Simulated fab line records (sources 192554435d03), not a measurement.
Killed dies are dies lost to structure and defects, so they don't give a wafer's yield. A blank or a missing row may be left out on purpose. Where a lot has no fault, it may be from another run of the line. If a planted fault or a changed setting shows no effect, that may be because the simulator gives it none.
Which tool was responsible? | flow n5 finfet | 24 wafers from 9 lots sampled at 7 of the route's 1938 steps

WHAT THE GAUGES READ, wafer by wafer
N5_MOL_CONTACT_COAG_THK_MEAS_53.
lot  | measured     | on            | VIA_MOL_THK (nm)
L290 | day 5 21:14  | film metro-01 | 43.0 44.4 44.9
L291 | day 6 00:03  | film metro-01 | 42.9 43.5 43.9
L294 | day 6 16:41  | film metro-01 | 42.9 44.0 45.0
L295 | day 7 00:07  | film metro-01 | 43.6 44.2 43.1
L296 | day 7 09:55  | film metro-02 | 43.3 44.5 43.7
L300 | day 8 10:00  | film metro-02 | 42.9 43.8 43.9
L305 | day 9 16:42  | film metro-01 | 43.2 44.8
L307 | day 10 02:35 | film metro-01 | 44.7 44.4
L310 | day 10 16:41 | film metro-01 | 43.7 44.3

N5_BEOL_M0_SAQP_THK_MEAS_05.
lot  | measured     | on            | thk nm (nm)
L290 | day 6 01:33  | film metro-01 | 60.4 61.0 60.6
L291 | day 6 05:03  | film metro-01 | 60.1 60.4 61.5
L294 | day 6 21:38  | film metro-01 | 60.0 58.5 61.3
L295 | day 7 04:31  | film metro-02 | 59.4 60.6 60.5
L296 | day 7 16:48  | film metro-02 | 59.7 60.6 60.3
L300 | day 8 14:10  | film metro-02 | 58.8 59.4 60.5
L305 | day 9 20:51  | film metro-02 | 81.1 82.5
L307 | day 10 07:04 | film metro-02 | 82.2 83.7
L310 | day 10 20:52 | film metro-01 | 58.6 82.5

N5_BEOL_M4_RC_MEAS_101.
lot  | measured     | on        | DIBL_N (mV/V)  | DIBL_P (mV/V)  | IOFF_N (nA/um) | IOFF_P (nA/um) | ION_N (uA/um) | ION_P (uA/um) | SS_N (mV/dec)  | SS_P (mV/dec)  | VT_N (mV)   | VT_P (mV)
L290 | day 9 06:52  | prober-01 | 34.8 36.2 36.5 | 34.5 35.2 35.6 | 0.13 0.15 0.15 | 0.17 0.17 0.17 | 647 663 655   | 445 453 441   | 71.1 70.9 71.8 | 72.7 72.5 73.5 | 252 254 251 | -253 -253 -254
L291 | day 10 10:39 | prober-02 | 38.1 36.1 35.0 | 37.8 36.1 33.9 | 0.20 0.16 0.15 | 0.23 0.20 0.17 | 685 676 665   | 463 459 453   | 71.4 71.4 71.7 | 73.6 73.3 72.9 | 241 251 251 | -249 -253 -254
L294 | day 11 01:13 | prober-01 | 37.8 38.2 36.1 | 38.5 39.4 37.7 | 0.18 0.19 0.16 | 0.21 0.23 0.21 | 682 678 677   | 457 459 466   | 72.4 72.5 71.5 | 73.8 73.5 73.6 | 249 249 248 | -252 -253 -252
L295 | day 11 06:08 | prober-01 | 35.6 35.2 37.1 | 33.8 34.4 36.4 | 0.12 0.12 0.16 | 0.16 0.16 0.20 | 663 653 662   | 451 453 452   | 71.1 70.9 71.8 | 72.4 73.9 73.0 | 253 254 251 | -256 -254 -253
L296 | day 11 08:01 | prober-02 | 34.0 34.2 32.9 | 33.2 32.6 32.8 | 0.12 0.12 0.11 | 0.19 0.17 0.17 | 650 660 665   | 452 453 458   | 71.2 71.1 71.4 | 72.7 72.7 72.7 | 255 257 254 | -251 -255 -254
L300 | day 13 07:22 | prober-01 | 38.7 37.5 37.1 | 37.3 35.6 35.4 | 0.17 0.15 0.15 | 0.22 0.19 0.18 | 674 672 659   | 461 454 446   | 71.9 72.2 71.0 | 74.7 73.6 73.3 | 250 251 256 | -250 -251 -255
L305 | day 14 10:49 | prober-01 | 38.0 38.8      | 36.6 37.1      | 0.17 0.18      | 0.21 0.21      | 677 683       | 463 461       | 70.9 72.0      | 74.0 73.4      | 249 248     | -251 -250
L307 | day 14 20:04 | prober-01 | 36.7 38.7      | 35.3 39.4      | 0.15 0.21      | 0.18 0.25      | 665 686       | 451 462       | 72.2 72.4      | 72.7 73.9      | 250 243     | -253 -251
L310 | day 14 21:43 | prober-02 | 33.1 34.7      | 33.5 35.8      | 0.11 0.13      | 0.13 0.16      | 662 666       | 444 443       | 70.6 71.6      | 72.9 73.6      | 259 255     | -262 -262

TOOL THAT RAN EACH LOT (tool first, then ch and the chambers of the sampled wafers, then the start)
lot  | N5_MOL_CONTACT_COAG_ETCH_48       | N5_MOL_CONTACT_COAG_CMP_52   | N5_BEOL_M0_SAQP_PECVD_04       | N5_BEOL_M0_SAQP_MANDREL_ETCH_20
L290 | rie diel-06 ch 1,2, day 5 20:12   | cmp-03 ch 1,3, day 5 20:56   | pecvd-03 ch 1,2, day 6 01:27   | rie si-06 ch 0,2, day 6 02:24
L291 | rie diel-04 ch 1,2,3, day 5 22:55 | cmp-01 ch 0,1, day 5 23:46   | pecvd-04 ch 1,2, day 6 04:58   | rie si-06 ch 0,1,2, day 6 06:13
L294 | rie diel-06 ch 1,2,3, day 6 15:27 | cmp-01 ch 0,1,2, day 6 16:23 | pecvd-03 ch 0,2, day 6 21:32   | rie si-04 ch 0,1,2, day 6 22:56
L295 | rie diel-04 ch 1,2, day 6 22:52   | cmp-01 ch 0,1,3, day 6 23:52 | pecvd-03 ch 1,2, day 7 04:23   | rie si-03 ch 0,1,3, day 7 05:28
L296 | rie diel-06 ch 1,2, day 7 08:52   | cmp-03 ch 0,1,3, day 7 09:41 | pecvd-03 ch 1,2, day 7 16:42   | rie si-04 ch 0,1,3, day 7 17:40
L300 | rie diel-04 ch 1,2,3, day 8 08:58 | cmp-01 ch 1,3, day 8 09:45   | pecvd-03 ch 0,1,2, day 8 14:04 | rie si-03 ch 0,2, day 8 14:53
L305 | rie diel-04 ch 0,2, day 9 15:40   | cmp-01 ch 0,2, day 9 16:29   | pecvd-03 ch 0, day 9 20:42     | rie si-06 ch 3, day 9 21:43
L307 | rie diel-04 ch 2, day 10 01:34    | cmp-01 ch 0,3, day 10 02:25  | pecvd-03 ch 1, day 10 06:58    | rie si-06 ch 0,3, day 10 08:14
L310 | rie diel-01 ch 0,1, day 10 15:38  | cmp-01 ch 0,3, day 10 16:23  | pecvd-03 ch 0,1, day 10 20:46  | rie si-03 ch 1,3, day 10 21:49
- N5_MOL_CONTACT_COAG_ETCH_48: etches SiOC in C4F6/O2, target depth 15 nm, overetch 4.5 nm, time 17 s.
- N5_MOL_CONTACT_COAG_CMP_52: polishes, stops on SiO2, t overpolish 1.5 s, target thk 66.5 nm.
- N5_BEOL_M0_SAQP_PECVD_04: deposits a-Si from SiH4/He, target thk 60 nm, time 60.2 s.
- N5_BEOL_M0_SAQP_MANDREL_ETCH_20: etches a-Si in HBr/Cl2, stops on SiNx, target depth 60 nm, bt time 10 s, time 30 s.

AS READ BY THE TOOLS THEMSELVES (means over the sampled wafers that have a number; for cases with no such wafer, the mark the record gives instead)
N5_MOL_CONTACT_COAG_ETCH_48.
lot  | tool        | drypump motor current A (A) | oes product au (a.u.) | rf vpp V (V) | showerhead plenum p Torr (Torr) | throttle valve pct (%)
L290 | rie diel-06 | 5.6                         | 0.59                  | 1555         | 2.91                            | 40.5
L291 | rie diel-04 | 5.9                         | 0.57                  | 1619         | 2.91                            | 40.9
L294 | rie diel-06 | 5.4                         | 0.61                  | 1572         | 2.84                            | 40.5
L295 | rie diel-04 | 6.0                         | 0.59                  | 1597         | 2.87                            | 40.9
L296 | rie diel-06 | 5.6                         | 0.63                  | 1580         | 2.89                            | 40.7
L300 | rie diel-04 | 5.9                         | 0.71                  | 1619         | 2.90                            | 40.7
L305 | rie diel-04 | 6.0                         | 0.65                  | 1607         | 2.85                            | 40.4
L307 | rie diel-04 | 5.9                         | 0.60                  | 1602         | 2.82                            | 40.8
L310 | rie diel-01 | 5.6                         | 0.72                  | 1591         | 2.98                            | 40.8

N5_MOL_CONTACT_COAG_CMP_52.
lot  | tool   | motor current A (A) | overpolish run s (s) | time to endpoint s (s)
L290 | cmp-03 | 12.1                | 1.509                | 16.1
L291 | cmp-01 | 11.6                | 1.497                | 11.6
L294 | cmp-01 | 11.5                | 1.501                | 10.9
L295 | cmp-01 | 11.9                | 1.503                | 13.0
L296 | cmp-03 | 12.6                | 1.497                | 15.9
L300 | cmp-01 | 12.2                | 1.505                | 13.2
L305 | cmp-01 | 11.6                | 1.504                | 11.8
L307 | cmp-01 | 12.4                | 1.497                | 13.9
L310 | cmp-01 | 12.6                | 1.508                | 12.9

N5_BEOL_M0_SAQP_PECVD_04.
lot  | tool     | heater power w (W) | showerhead plenum p Torr (Torr) | susceptor temp C (C) | throttle valve pct (%)
L290 | pecvd-03 | 698                | 5.64                            | 350.30               | 17.4
L291 | pecvd-04 | 650                | 5.62                            | 350.03               | 19.5
L294 | pecvd-03 | 716                | 5.65                            | 349.99               | 17.2
L295 | pecvd-03 | 645                | 5.62                            | 349.86               | 17.4
L296 | pecvd-03 | 625                | 5.62                            | 350.03               | 17.3
L300 | pecvd-03 | 669                | 5.63                            | 349.87               | 17.4
L305 | pecvd-03 | 594                | 5.62                            | 350.12               | 17.6
L307 | pecvd-03 | 642                | 5.60                            | 349.92               | 17.7
L310 | pecvd-03 | 609                | 5.61                            | 350.01               | 17.4

N5_BEOL_M0_SAQP_MANDREL_ETCH_20.
lot  | tool      | drypump motor current A (A) | he backside leak sccm (sccm) | oes product au (a.u.) | throttle valve pct (%)
L290 | rie si-06 | 5.4                         | 2.4                          | 0.770                 | 35.2
L291 | rie si-06 | 5.7                         | 2.6                          | 0.773                 | 35.2
L294 | rie si-04 | 6.1                         | 2.6                          | 0.781                 | 35.6
L295 | rie si-03 | 5.9                         | 2.6                          | 0.796                 | 35.7
L296 | rie si-04 | 6.0                         | 2.6                          | 0.783                 | 35.7
L300 | rie si-03 | 6.1                         | 2.8                          | 0.761                 | 35.7
L305 | rie si-06 | 6.3                         | 2.7                          | 0.940                 | 35.1
L307 | rie si-06 | 5.9                         | 2.5                          | 0.950                 | 34.9
L310 | rie si-03 | 6.2                         | 2.8                          | 0.876                 | 35.5

THE ANSWER, worked out from the rows above alone
Rule: usual is defined by the lots themselves. The widest of any qualifying gaps counts: lots, ordered by their means at a reading, are off when they make up no more than a third of the lots, leave a main group of 4 or more, and stand apart from it by 3 or more times the standard deviation of that group's means. Not used: any main group whose means are identical at the precision the tables above print for the reading. A lot without any number at a reading at which 4 lots or more have one is off too. Where the step has rows for the other lots, those lots are counted as sound. Order of review: gauges by route order, followed by the tools' own readings, for which a lot's mean as printed above is used. At the first step where some lot is off, the reading lying furthest off is the one used; lots without a number count as furthest.
Off: L305, L307, L310, at N5_BEOL_M0_SAQP_THK_MEAS_05 (thk nm). Mean 60.2 nm and standard deviation 0.39 in the main group.
A tool fits if, at a process step before that reading, it ran every lot that is off, and no sound lot after the first of them. Not tried: the gauges at N5_BEOL_M0_SAQP_THK_MEAS_05; whatever is off there is also off at N5_BEOL_M0_SAQP_MANDREL_ETCH_20, on other tools, and gauge error can't account for it. 2 tools fit, cmp-01 at N5_MOL_CONTACT_COAG_CMP_52 and pecvd-03 at N5_BEOL_M0_SAQP_PECVD_04, so this cannot tell which one it is.

WHAT WAS PUT IN BY THE SIMULATOR
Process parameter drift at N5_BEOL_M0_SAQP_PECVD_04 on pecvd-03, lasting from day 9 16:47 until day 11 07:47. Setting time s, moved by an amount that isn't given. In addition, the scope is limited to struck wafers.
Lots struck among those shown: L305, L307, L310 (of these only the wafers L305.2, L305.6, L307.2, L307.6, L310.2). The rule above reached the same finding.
